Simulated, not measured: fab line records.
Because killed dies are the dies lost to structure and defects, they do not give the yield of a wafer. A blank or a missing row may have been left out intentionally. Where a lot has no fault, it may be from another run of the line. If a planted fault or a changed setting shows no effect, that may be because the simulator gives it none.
fab line records	flow nand-harc
record lots=7	wafers=21	last-day=33
route steps=1302 shown P_CONTACT@217
lots with no fault: from the same line, run without faults
start-h: hours from the record's first day to the start of the lot's first wafer shown	wait-h: hours since the lot's step before	" same as the row above	L1.1+2: a single row standing in for several wafers	- no value, or no start was given	* or withheld: withheld	< > ~ a bound
route shown NAME@n: a module of which the file shows steps, and the number in the route of the first	usual: average and standard deviation across the fault-free wafers	same: alike in all rows	chamber/n: place in a boat	sites: each site's reading	_std_site: their standard deviation	_edge_site: the outer-site mean with the inner-site mean subtracted	radius-mm: how far each site lies from the wafer's centre	mask NAME#n: copy n	behind: the tool/chamber that last shaped the wafer	hold: why the lot was held/for how many hours/how that ended	device: the n, p or np transistor that did not switch	end of line: tests of these same wafers at the route's end	a step with no rows: only its recipe	killed: at the first sort, the dies lost to defects and structure; wafer yield is something else	map: a wafer's dies, x killed, . not, _ none there
set.NAME: setting as actually run; set.NAME@STEP: the setting as run at that earlier step	model.NAME: the simulator's own value behind a step, which no gauge read
lots at some steps of the route; a table a step, a row a wafer
services: a tool's chamber out of use, with start hour (start-h, from the record's first day; less than 0 if before it), hours out, and reason
## steps
# step NHARC_P_CONTACT_DEP_30
# recipe target-thk-a=300	temp-c=400	target-thk-nm=30	flow-sccm=200	rf-w=450	material=SiNx
# usual heater-power-w=766/110	rf-fwd-power-W=448.7/1.3	susceptor-temp-C=399.97/0.23
lot.wafer	tool	chamber	start-h	wait-h	heater-power-w	rf-fwd-power-W	susceptor-temp-C
L139.2	pecvd-04	2	141.53	0.4	894	450.0	399.97
L139.6	"	0	"	"	781	450.5	400.01
L139.5	"	2	"	"	901	448.6	399.96
L143.3	pecvd-04	1	183.57	0.1	818	450.2	399.82
L143.1	"	0	"	"	799	449.6	400.08
L143.5	"	1	"	"	813	447.8	399.86
L151.2	pecvd-04	1	267.15	0.1	854	448.0	399.95
L151.1	"	2	"	"	1009	448.2	399.95
L151.6	"	0	"	"	815	448.5	400.12
L152.1	pecvd-02	1	278.57	0.1	606	448.5	399.81
L152.6	"	0	"	"	648	449.9	400.07
L152.5	"	2	"	"	671	448.8	399.80
L155.3	pecvd-03	2	306.11	0.1	791	449.1	399.84
L155.6	"	1	"	"	642	446.4	400.25
L155.5	"	2	"	"	811	447.8	399.59
L157.2	pecvd-04	1	323.04	0.2	853	449.2	399.82
L157.1	"	2	"	"	829	449.9	400.06
L157.5	"	0	"	"	694	448.5	399.86
L158.1	pecvd-03	0	342.07	0.1	675	450.0	400.20
L158.2	"	2	"	"	808	448.1	400.17
L158.6	"	0	"	"	661	448.8	399.94
# step NHARC_P_CONTACT_DEP_00
# recipe target-thk-a=5000	temp-c=400	pressure-torr=6.5	rf-w=900	teos-flow-sccm=161.4	flow-sccm=2650	target-thk-nm=500	gas=O2	material=SiO2
# usual heater-power-w=614/110	rf-fwd-power-W=897.8/2.5	susceptor-temp-C=400.02/0.25	throttle-valve-pct=15.9/0.53
lot.wafer	tool	chamber	start-h	wait-h	heater-power-w	rf-fwd-power-W	susceptor-temp-C	throttle-valve-pct
L139.2	pecvd-04	2	-	-	858	896.3	400.13	15.9
L139.6	"	0	"	"	603	904.6	400.38	15.8
L139.5	"	2	"	"	663	899.7	400.05	15.9
L143.3	pecvd-04	1	-	-	565	896.7	400.47	15.5
L143.1	"	0	"	"	649	903.2	399.99	15.9
L143.5	"	1	"	"	628	895.6	400.11	16.1
L151.2	pecvd-04	1	-	-	666	897.6	399.32	16.1
L151.1	"	2	"	"	868	896.0	400.08	16.0
L151.6	"	0	"	"	553	897.4	400.00	16.3
L152.1	pecvd-02	1	-	-	477	896.9	399.96	15.8
L152.6	"	0	"	"	565	901.4	400.13	16.5
L152.5	"	2	"	"	537	893.0	400.20	15.0
L155.3	pecvd-03	2	-	-	575	902.4	400.02	15.1
L155.6	"	1	"	"	459	896.1	400.24	16.2
L155.5	"	2	"	"	590	896.9	399.96	14.8
L157.2	pecvd-04	1	-	-	636	897.4	400.06	16.2
L157.1	"	2	"	"	711	898.9	400.21	15.9
L157.5	"	0	"	"	505	898.7	399.87	16.3
L158.1	pecvd-03	0	-	-	635	900.7	399.98	16.2
L158.2	"	2	"	"	593	899.0	399.91	14.7
L158.6	"	0	"	"	498	901.2	400.24	16.2
# step NHARC_P_CONTACT_CMP_01
# recipe target-thk-nm=200	material=SiO2
# usual edge-zone-pressure-frac=1.000/0.005	motor-current-A=12.2/0.94
lot.wafer	tool	chamber	start-h	wait-h	edge-zone-pressure-frac	motor-current-A
L139.2	cmp-02	1	142.22	-	1.010	11.7
L139.5	"	3	"	"	1.002	12.4
L139.6	"	0	"	"	0.999	13.4
L143.3	cmp-02	0	184.30	-	0.999	12.4
L143.1	"	2	"	"	0.998	12.2
L143.5	"	0	"	"	1.000	12.6
L151.1	cmp-01	1	267.84	-	1.007	11.0
L151.2	"	3	"	"	0.995	11.2
L151.6	"	1	"	"	0.998	11.5
L152.1	cmp-03	2	279.24	-	0.995	11.6
L152.6	"	2	"	"	1.003	11.7
L152.5	"	3	"	"	1.008	11.7
L155.3	cmp-02	2	306.80	-	1.007	12.0
L155.6	"	0	"	"	1.006	14.0
L155.5	"	1	"	"	0.999	11.2
L157.2	cmp-01	2	323.74	-	1.004	12.0
L157.1	"	0	"	"	0.995	13.4
L157.5	"	1	"	"	0.999	11.3
L158.1	cmp-03	0	342.84	-	0.999	13.5
L158.2	"	1	"	"	1.003	14.2
L158.6	"	3	"	"	1.002	11.6
# step NHARC_P_CONTACT_SRD_03
# step NHARC_P_CONTACT_DEHYDRATE_04
# recipe temp-c=150	time-s=120
# step NHARC_P_CONTACT_HMDS_05
# recipe time-s=30
# step NHARC_P_CONTACT_COAT_33
# recipe temp-c=260	time-s=75
# step NHARC_P_CONTACT_COAT_34
# recipe temp-c=225	time-s=65
# step NHARC_P_CONTACT_COAT_06
# recipe spin-rpm=1500	resist-thk-nm=90
# step NHARC_P_CONTACT_SOFTBAKE_07
# recipe temp-c=105	time-s=55
# step NHARC_P_CONTACT_EBR_08
# step NHARC_P_CONTACT_EXPOSE_09
# recipe na=1.35	target-cd-nm=90	dose-mj=81.26	mask-id=P_CA
# usual exposure-dose-mJ-cm2=81.26/0.082
lot.wafer	tool	chamber	start-h	wait-h	mask	exposure-dose-mJ-cm2
L139.2	arfi-scanner-01	0	142.86	-	P_CA#0	81.26
L139.5	"	0	"	"	P_CA#0	81.28
L139.6	"	0	"	"	P_CA#0	81.19
L143.1	arfi-scanner-02	0	184.99	-	P_CA#0	81.18
L143.3	"	0	"	"	P_CA#0	81.40
L143.5	"	0	"	"	P_CA#0	81.32
L151.1	arfi-scanner-01	0	268.38	-	P_CA#0	62.94
L151.2	"	0	"	"	P_CA#0	62.99
L151.6	"	0	"	"	P_CA#0	62.99
L152.1	arfi-scanner-01	0	279.80	-	P_CA#0	66.44
L152.5	"	0	"	"	P_CA#0	66.52
L152.6	"	0	"	"	P_CA#0	66.46
L155.3	arfi-scanner-01	0	307.47	-	P_CA#0	69.49
L155.5	"	0	"	"	P_CA#0	69.62
L155.6	"	0	"	"	P_CA#0	69.48
L157.1	arfi-scanner-02	0	324.28	-	P_CA#0	81.37
L157.2	"	0	"	"	P_CA#0	81.24
L157.5	"	0	"	"	P_CA#0	81.36
L158.1	arfi-scanner-03	0	343.48	-	P_CA#0	81.19
L158.2	"	0	"	"	P_CA#0	81.27
L158.6	"	0	"	"	P_CA#0	81.23
# step NHARC_P_CONTACT_PEB_10
# recipe peb-temp-c=100	peb-time-s=65
# step NHARC_P_CONTACT_DEVELOP_11
# recipe develop-time-s=35	dev-temp-c=23
# step NHARC_P_CONTACT_CD_MEAS_12
# recipe target-cd-nm=90	landing-energy-ev=500
# usual cd-nm=90.7/0.62
lot.wafer	tool	chamber	start-h	wait-h	hold	cd-nm
L139.2	cd-sem-02	0	143.00	-	-	90.9
L139.5	"	0	"	"	-	91.3
L139.6	"	0	"	"	-	91.5
L143.1	cd-sem-02	0	185.13	-	-	90.0
L143.3	"	0	"	"	-	90.2
L143.5	"	0	"	"	-	90.4
L151.1	cd-sem-03	0	268.52	-	await-dispo/0.2h/release	75.3
L151.2	"	0	"	"	await-dispo/0.2h/release	75.2
L151.6	"	0	"	"	await-dispo/0.2h/release	74.9
L151.1	cd-sem-03	0	-	-	-	75.1
L151.2	"	0	"	"	-	74.5
L151.6	"	0	"	"	-	75.3
L152.1	cd-sem-02	0	279.94	-	await-dispo/0.2h/release	79.7
L152.5	"	0	"	"	await-dispo/0.2h/release	78.9
L152.6	"	0	"	"	await-dispo/0.2h/release	78.4
L152.1	cd-sem-02	0	-	-	-	79.7
L152.5	"	0	"	"	-	79.3
L152.6	"	0	"	"	-	79.1
L155.3	cd-sem-03	0	307.61	-	await-dispo/0.2h/release	80.2
L155.5	"	0	"	"	await-dispo/0.2h/release	80.4
L155.6	"	0	"	"	await-dispo/0.2h/release	81.4
L155.3	cd-sem-03	0	-	-	-	80.2
L155.5	"	0	"	"	-	80.5
L155.6	"	0	"	"	-	81.4
L157.1	cd-sem-02	0	324.42	-	-	90.7
L157.2	"	0	"	"	-	91.5
L157.5	"	0	"	"	-	91.0
L158.1	cd-sem-03	0	343.62	-	-	89.7
L158.2	"	0	"	"	-	90.2
L158.6	"	0	"	"	-	90.1
# step NHARC_P_CONTACT_OVL_MEAS_13
# usual overlay-x-nm=0.1/0.68	overlay-y-nm=0.1/0.88
lot.wafer	tool	chamber	start-h	wait-h	hold	overlay-x-nm	overlay-y-nm
L139.2	overlay-01	-	143.08	-	-	1.3	-0.1
L139.5	"	-	"	"	-	0.4	-0.4
L139.6	"	-	"	"	-	1.1	0.0
L143.1	overlay-01	-	185.22	-	-	0.2	1.4
L143.3	"	-	"	"	-	0.8	1.4
L143.5	"	-	"	"	-	0.7	0.9
L151.1	overlay-02	-	272.06	-	await-dispo/3.3h/release	0.7	0.3
L151.2	"	-	"	"	await-dispo/3.3h/release	0.6	0.7
L151.6	"	-	"	"	await-dispo/3.3h/release	0.3	0.1
L152.1	overlay-02	-	282.34	-	await-dispo/2.1h/release	1.6	-0.4
L152.5	"	-	"	"	await-dispo/2.1h/release	1.5	-1.0
L152.6	"	-	"	"	await-dispo/2.1h/release	1.7	-0.8
L155.3	overlay-01	-	309.93	-	await-dispo/2.0h/release	-0.6	-1.2
L155.5	"	-	"	"	await-dispo/2.0h/release	-0.5	-1.2
L155.6	"	-	"	"	await-dispo/2.0h/release	-0.6	-1.8
L157.1	overlay-01	-	324.51	-	-	0.0	0.8
L157.2	"	-	"	"	-	-0.6	0.5
L157.5	"	-	"	"	-	0.5	0.4
L158.1	overlay-02	-	343.71	-	-	0.5	-0.4
L158.2	"	-	"	"	-	0.7	0.3
L158.6	"	-	"	"	-	0.2	-0.1
# step NHARC_P_CONTACT_INSPECT_14
# usual raw-defect-count=3.8/2.2
lot.wafer	tool	chamber	start-h	wait-h	raw-defect-count
L139.2	defect-inspect-01	-	143.12	0.0	0
L139.5	"	-	"	"	5
L139.6	"	-	"	"	3
L143.1	defect-inspect-02	-	185.25	0.0	6
L143.3	"	-	"	"	5
L143.5	"	-	"	"	6
L151.1	defect-inspect-01	-	272.10	0.0	3
L151.2	"	-	"	"	2
L151.6	"	-	"	"	3
L152.1	defect-inspect-01	-	282.37	0.0	3
L152.5	"	-	"	"	8
L152.6	"	-	"	"	4
L155.3	defect-inspect-02	-	309.96	0.0	4
L155.5	"	-	"	"	3
L155.6	"	-	"	"	5
L157.1	defect-inspect-02	-	324.55	0.0	6
L157.2	"	-	"	"	3
L157.5	"	-	"	"	10
L158.1	defect-inspect-02	-	343.75	0.0	6
L158.2	"	-	"	"	2
L158.6	"	-	"	"	3
# step NHARC_P_CONTACT_DESCUM_17
# recipe time-s=3	o2-flow-sccm=200	ar-flow-sccm=0	bias-power-w=0	chemistry=O2
# usual drypump-motor-current-A=5.89/0.27	oes-product-au=1.000/0.0098	rf-vpp-V=57.9/0.89	showerhead-plenum-p-Torr=1.94/0.047	throttle-valve-pct=11.312/0.0088
lot.wafer	tool	chamber	start-h	wait-h	drypump-motor-current-A	oes-product-au	rf-hours-counter-h	rf-vpp-V	showerhead-plenum-p-Torr	throttle-valve-pct	model.P_CONTACT.cd-nm
L139.2	rie-diel-04	0	143.18	0.1	6.08	1.005	4.0	57.5	1.91	11.312	90.15
L139.5	"	0	"	"	6.06	0.998	-	57.8	1.91	11.314	90.49
L139.6	"	3	"	"	5.71	0.997	-	58.1	1.93	11.313	91.28
L143.3	rie-diel-05	3	185.32	0.1	5.61	1.002	5.7	59.0	1.97	11.309	89.9
L143.1	"	1	"	"	5.96	0.994	6.7	57.3	1.96	11.320	90.37
L143.5	"	3	"	"	5.59	1.005	-	58.4	1.97	11.315	90.47
L151.2	rie-diel-01	1	272.16	0.1	5.58	0.984	2.0	56.2	1.96	11.305	74.91
L151.1	"	3	"	"	5.45	0.994	1.7	57.4	1.95	11.322	75.14
L151.6	"	1	"	"	5.58	0.996	-	59.8	1.96	11.323	74.29
L152.1	rie-diel-01	1	282.49	0.1	5.59	0.997	2.7	57.3	1.96	11.310	79.49
L152.6	"	0	"	"	6.02	1.008	-	58.4	2.01	11.317	78.93
L152.5	"	1	"	"	5.58	1.009	-	58.5	1.96	11.297	78.45
L155.3	rie-diel-05	3	310.02	0.1	5.56	1.001	2.3	58.6	1.97	11.302	79.49
L155.6	"	3	"	"	5.56	1.006	-	57.6	1.97	11.309	80.43
L155.5	"	0	"	"	6.26	0.998	-	58.2	1.86	11.311	80.69
L157.1	rie-diel-01	3	324.62	0.1	5.46	0.996	3.9	57.5	1.95	11.304	90.17
L157.2	"	1	"	"	5.63	0.990	4.0	57.6	1.96	11.310	90.94
L157.5	"	2	"	"	6.07	1.006	-	58.3	1.95	11.303	90.88
L158.2	rie-diel-05	3	343.81	0.1	5.55	1.002	4.0	58.9	1.96	11.316	89.02
L158.1	"	1	"	"	5.96	0.998	3.3	57.6	1.96	11.312	89.91
L158.6	"	3	"	"	5.54	1.004	-	56.8	1.97	11.323	89.31
# step NHARC_P_CONTACT_ETCH_35
# recipe target-depth-a=390	over-etch-frac=0.3	time-s=65	ion-energy-ev=80	cf4-flow-sccm=150	ar-flow-sccm=0	rf-w=300	bias-w=100	chemistry=CF4
# step NHARC_P_CONTACT_ETCH_36
# recipe target-depth-a=2600	over-etch-frac=0.25	time-s=406.25	ion-energy-ev=200	n2-flow-sccm=150	h2-flow-sccm=150	ar-flow-sccm=0	rf-w=400	bias-w=150	chemistry=N2/H2
# usual bias-w=150.0/0.51	drypump-motor-current-A=5.90/0.27	oes-product-au=1.001/0.0098	rf-fwd-power-W=399.5/1.2	rf-vpp-V=431.1/1.7	showerhead-plenum-p-Torr=2.06/0.052	throttle-valve-pct=14.173/0.0088
# same over-etch-frac=0.25
lot.wafer	tool	chamber	start-h	wait-h	bias-w	drypump-motor-current-A	oes-product-au	rf-fwd-power-W	rf-hours-counter-h	rf-vpp-V	showerhead-plenum-p-Torr	throttle-valve-pct
L139.2	rie-diel-04	0	143.45	0.1	150.1	6.10	0.994	401.4	4.1	430.5	2.04	14.163
L139.6	"	0	"	"	149.7	6.13	1.004	399.1	-	431.5	2.04	14.173
L139.5	"	3	"	"	150.6	5.71	1.000	399.7	-	431.6	2.06	14.182
L143.3	rie-diel-05	0	-	-	149.5	6.27	0.994	400.1	6.4	428.9	1.98	14.174
L143.1	"	1	"	"	150.0	5.94	1.011	398.8	6.8	433.7	2.09	14.166
L143.5	"	3	"	"	150.1	5.56	1.006	399.7	-	430.5	2.10	14.176
L151.1	rie-diel-01	3	-	-	150.0	5.44	1.000	399.9	1.8	430.3	2.08	14.165
L151.2	"	2	"	"	149.8	6.10	0.997	398.7	2.3	431.0	2.08	14.172
L151.6	"	2	"	"	149.5	6.10	0.992	400.4	-	432.3	2.08	14.173
L152.1	rie-diel-01	0	-	-	150.5	6.03	1.016	399.1	2.0	434.7	2.15	14.177
L152.5	"	3	"	"	150.0	5.46	0.997	398.0	-	431.6	2.08	14.184
L152.6	"	0	"	"	150.3	6.03	1.017	398.6	-	432.7	2.15	14.170
L155.3	rie-diel-05	2	-	-	150.6	6.31	0.993	399.1	2.0	428.4	1.99	14.159
L155.5	"	1	"	"	150.8	5.95	0.999	400.7	-	432.5	2.09	14.177
L155.6	"	2	"	"	150.0	6.31	0.990	398.7	-	428.4	1.99	14.166
L157.1	rie-diel-01	2	-	-	150.4	6.11	1.007	398.8	4.4	431.1	2.08	14.167
L157.2	"	3	"	"	150.4	5.45	1.006	402.0	3.9	431.0	2.07	14.174
L157.5	"	2	"	"	150.5	6.11	1.000	399.0	-	431.6	2.08	14.162
L158.2	rie-diel-05	2	-	-	149.5	6.30	0.990	398.1	3.7	429.3	1.99	14.163
L158.1	"	3	"	"	149.8	5.57	1.002	399.8	4.1	432.9	2.10	14.182
L158.6	"	3	"	"	150.1	5.56	0.998	399.6	-	433.3	2.10	14.169
# step NHARC_P_CONTACT_ETCH_18
# recipe target-depth-a=4810	time-s=240.5	c4f8-flow-sccm=20	o2-flow-sccm=10	ar-flow-sccm=withheld	rf-w=600	bias-w=1500	chemistry=C4F8/O2/Ar
# usual bias-w=1499/4.5	oes-product-au=0.958/0.018	rf-fwd-power-W=598.5/1.8	rf-vpp-V=980/3.3
lot.wafer	tool	chamber	start-h	wait-h	bias-w	oes-product-au	rf-fwd-power-W	rf-hours-counter-h	rf-vpp-V
L139.2	rie-diel-04	0	143.94	0.4	1501	0.948	598.5	4.4	978
L139.6	"	0	"	"	1499	0.956	601.1	-	978
L139.5	"	3	"	"	1498	0.951	600.9	-	981
L143.1	rie-diel-05	2	-	-	1498	0.923	600.6	6.4	973
L143.3	"	3	"	"	1506	0.930	598.3	5.9	983
L143.5	"	3	"	"	1497	0.922	598.3	-	982
L151.1	rie-diel-01	2	-	-	1500	0.941	598.7	2.5	982
L151.2	"	1	"	"	1510	0.941	598.2	2.3	982
L151.6	"	1	"	"	1500	0.933	598.6	-	982
L152.1	rie-diel-01	0	-	-	1501	0.946	600.4	2.2	984
L152.6	"	3	"	"	1503	0.992	599.0	-	979
L152.5	"	0	"	"	1494	0.950	602.2	-	983
L155.3	rie-diel-05	3	-	-	1491	0.970	601.0	2.5	982
L155.6	"	3	"	"	1501	0.974	598.9	-	980
L155.5	"	0	"	"	1495	0.965	595.8	-	975
L157.1	rie-diel-01	3	-	-	1499	0.965	600.1	4.1	980
L157.2	"	2	"	"	1500	0.971	596.3	4.6	982
L157.5	"	0	"	"	1500	0.985	598.2	-	982
L158.1	rie-diel-05	2	-	-	1504	0.954	597.6	3.9	975
L158.2	"	0	"	"	1501	0.950	599.7	3.8	973
L158.6	"	2	"	"	1501	0.955	595.6	-	974
# step NHARC_P_CONTACT_STRIP_37
# recipe c4f8-flow-sccm=withheld	o2-flow-sccm=8	ar-flow-sccm=withheld	bias-w=0	chemistry=C4F8/O2/Ar
# step NHARC_P_CONTACT_ETCH_31
# recipe target-depth-a=300	time-s=85.7	ion-energy-ev=120	over-etch-frac=1	ch3f-flow-sccm=50	o2-flow-sccm=30	ar-flow-sccm=200	rf-w=500	bias-w=100	chemistry=CH3F/O2
# usual bias-w=100.0/0.31	drypump-motor-current-A=5.91/0.27	oes-product-au=0.975/0.016	rf-fwd-power-W=496.4/1.9	rf-vpp-V=244.7/1.2	showerhead-plenum-p-Torr=2.49/0.061	throttle-valve-pct=20.662/0.0085
# same over-etch-frac=1
lot.wafer	tool	chamber	start-h	wait-h	bias-w	drypump-motor-current-A	oes-product-au	rf-fwd-power-W	rf-hours-counter-h	rf-vpp-V	showerhead-plenum-p-Torr	throttle-valve-pct	model.P_CONTACT.cd-nm
L139.2	rie-diel-04	3	-	-	100.1	5.70	0.982	498.9	1.4	244.6	2.48	20.663	91.68
L139.6	"	3	"	"	99.9	5.71	0.988	498.4	-	245.8	2.48	20.675	93.09
L139.5	"	0	"	"	100.0	6.12	0.995	497.9	-	244.2	2.46	20.649	90.99
L143.3	rie-diel-05	3	-	-	100.1	5.55	0.964	495.5	6.0	245.1	2.53	20.656	89.49
L143.1	"	0	"	"	100.6	6.29	0.950	494.4	6.5	243.8	2.39	20.643	91.19
L143.5	"	0	"	"	100.2	6.28	0.956	494.1	-	243.4	2.39	20.664	90.7
L151.1	rie-diel-01	2	-	-	100.0	6.09	0.968	493.6	2.6	244.5	2.51	20.650	74.77
L151.2	"	3	"	"	100.1	5.46	0.966	496.2	2.1	244.7	2.50	20.654	74.82
L151.6	"	3	"	"	99.8	5.45	0.975	495.9	-	245.3	2.50	20.650	75.45
L152.1	rie-diel-01	2	-	-	99.9	6.09	0.987	495.3	3.1	245.5	2.51	20.667	79.04
L152.6	"	0	"	"	99.9	6.02	0.966	500.9	-	245.2	2.58	20.664	79.62
L152.5	"	1	"	"	99.8	5.57	0.963	494.1	-	245.6	2.52	20.652	78.18
L155.3	rie-diel-05	0	-	-	99.9	6.26	0.976	494.9	2.4	242.8	2.39	20.666	82.41
L155.6	"	0	"	"	100.1	6.28	0.970	498.9	-	243.2	2.39	20.662	82.82
L155.5	"	1	"	"	99.9	5.95	0.981	496.4	-	247.5	2.52	20.653	79.05
L157.2	rie-diel-01	0	-	-	100.2	6.00	0.994	499.4	3.5	246.3	2.58	20.663	90.91
L157.1	"	3	"	"	100.0	5.43	0.988	496.1	4.3	245.1	2.50	20.668	92.94
L157.5	"	0	"	"	100.0	6.02	1.002	496.1	-	247.2	2.58	20.682	94.22
L158.2	rie-diel-05	1	-	-	100.1	5.96	0.982	496.5	3.6	245.2	2.52	20.664	89.92
L158.1	"	2	"	"	99.8	6.30	0.978	500.6	4.0	244.1	2.40	20.653	89.92
L158.6	"	1	"	"	99.7	5.96	0.984	494.9	-	244.4	2.52	20.672	88.92
# step NHARC_P_CONTACT_CD_MEAS_19
# usual cd-nm=90.6/1.6
lot.wafer	tool	chamber	start-h	wait-h	hold	cd-nm
L139.2	cd-sem-01	-	144.51	-	-	92.0
L139.5	"	-	"	"	-	91.0
L139.6	"	-	"	"	-	93.4
L143.1	cd-sem-03	-	186.18	-	-	91.3
L143.3	"	-	"	"	-	89.6
L143.5	"	-	"	"	-	90.4
L151.1	cd-sem-03	-	273.18	-	await-dispo/0.2h/release	74.4
L151.2	"	-	"	"	await-dispo/0.2h/release	75.0
L151.6	"	-	"	"	await-dispo/0.2h/release	75.9
L151.1	cd-sem-03	-	273.39	0.2	-	74.5
L151.2	"	-	"	"	-	74.9
L151.6	"	-	"	"	-	75.8
L152.1	cd-sem-02	-	283.36	-	await-dispo/0.2h/release	78.8
L152.5	"	-	"	"	await-dispo/0.2h/release	78.2
L152.6	"	-	"	"	await-dispo/0.2h/release	80.0
L152.1	cd-sem-02	-	283.54	0.2	-	79.0
L152.5	"	-	"	"	-	78.2
L152.6	"	-	"	"	-	79.6
L155.3	cd-sem-01	-	310.90	-	await-dispo/0.2h/release	82.7
L155.5	"	-	"	"	await-dispo/0.2h/release	79.0
L155.6	"	-	"	"	await-dispo/0.2h/release	83.0
L155.3	cd-sem-01	-	311.09	0.2	-	82.9
L155.5	"	-	"	"	-	78.7
L155.6	"	-	"	"	-	82.8
L157.1	cd-sem-02	-	325.48	-	-	92.9
L157.2	"	-	"	"	-	90.8
L157.5	"	-	"	"	-	94.0
L158.1	cd-sem-02	-	344.69	-	-	89.6
L158.2	"	-	"	"	-	89.8
L158.6	"	-	"	"	-	89.0
## services
tool	chamber	start-h	hours	kind
rie-diel-04	0	120.72	6.6	repair
rie-diel-05	-	125.62	0.8	repair
cmp-02	-	135.16	4.0	pm
arfi-scanner-02	-	140.00	4.0	pm
rie-diel-04	1	142.39	2.6	repair
rie-diel-04	2	142.53	5.8	repair
pecvd-03	1	144.68	3.9	repair
pecvd-04	-	166.00	0.3	repair
cmp-02	-	168.31	3.9	repair
rie-diel-04	-	177.90	9.0	pm
pecvd-03	-	185.00	13.0	pm
rie-diel-01	-	203.80	9.0	pm
rie-diel-05	-	229.60	9.0	pm
cmp-02	-	233.16	4.0	pm
rie-diel-01	3	238.94	12.9	repair
cmp-02	-	245.36	4.0	repair
rie-diel-01	1	245.74	6.8	repair
arfi-scanner-01	-	252.00	4.0	pm
pecvd-04	-	262.38	0.4	repair
rie-diel-01	0	267.21	9.0	repair
pecvd-04	-	269.29	13.0	pm
rie-diel-04	0	299.95	6.7	repair
rie-diel-01	0	325.72	5.3	repair
cmp-02	-	331.16	4.0	pm
## key
first-sign step=NHARC_P_CONTACT_EXPOSE_09	reading=exposure-dose-mJ-cm2	direction=down	sigmas=99+	usual=81.26	struck=66.32
effect step=NHARC_P_CONTACT_CD_MEAS_12	reading=visit	direction=added	through=control-loop
effect step=NHARC_P_CONTACT_CD_MEAS_12	reading=cd-nm	direction=down	sigmas=20	usual=90.7	struck=78.3	through=control-loop
effect step=NHARC_P_CONTACT_CD_MEAS_19	reading=visit	direction=added	through=control-loop
effect step=NHARC_P_CONTACT_CD_MEAS_19	reading=cd-nm	direction=down	sigmas=7.7	usual=90.6	struck=78.6	through=control-loop
model-effect step=NHARC_P_CONTACT_DESCUM_17	value=P_CONTACT.cd-nm	without=90.51	struck=77.98
model-effect step=NHARC_P_CONTACT_ETCH_31	value=P_CONTACT.cd-nm	without=90.95	struck=78.46
met-at NHARC_P_CONTACT_EXPOSE_09
struck-wafers L151.1,L151.2,L151.6,L152.1,L152.5,L152.6,L155.3,L155.5,L155.6
sort-left-out L151.1,L151.2,L151.6,L152.1,L152.5,L152.6,L155.3,L155.5,L155.6
tester-left-out L151,L152,L155
loop-trim step=NHARC_P_CONTACT_EXPOSE_09	setting=dose	lots=L152,L155
onset-between 142.86 268.38
fault kind=process-parameter-drift	tool=arfi-scanner-01	chamber=-	onset-h=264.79	steps=NHARC_P_CONTACT_EXPOSE_09	channel=dose-mj	offset=-18.238	shape=step	acts-in=these-recipes-only	stated=81.26
# tester-left-out: of these lots the tester's yield and bins aren't shown, on N5 and GAA mostly nor the transistor test; their killed dies are dies lost to structure and defects alone, not to doping, threshold or leakage, so they don't give the yield
# sort-left-out: the simulated sort isn't trusted on such a fault, so these wafers' sort isn't shown, and their yield isn't known
# loop-trim: a control loop set the setting to another value than it would have without faults
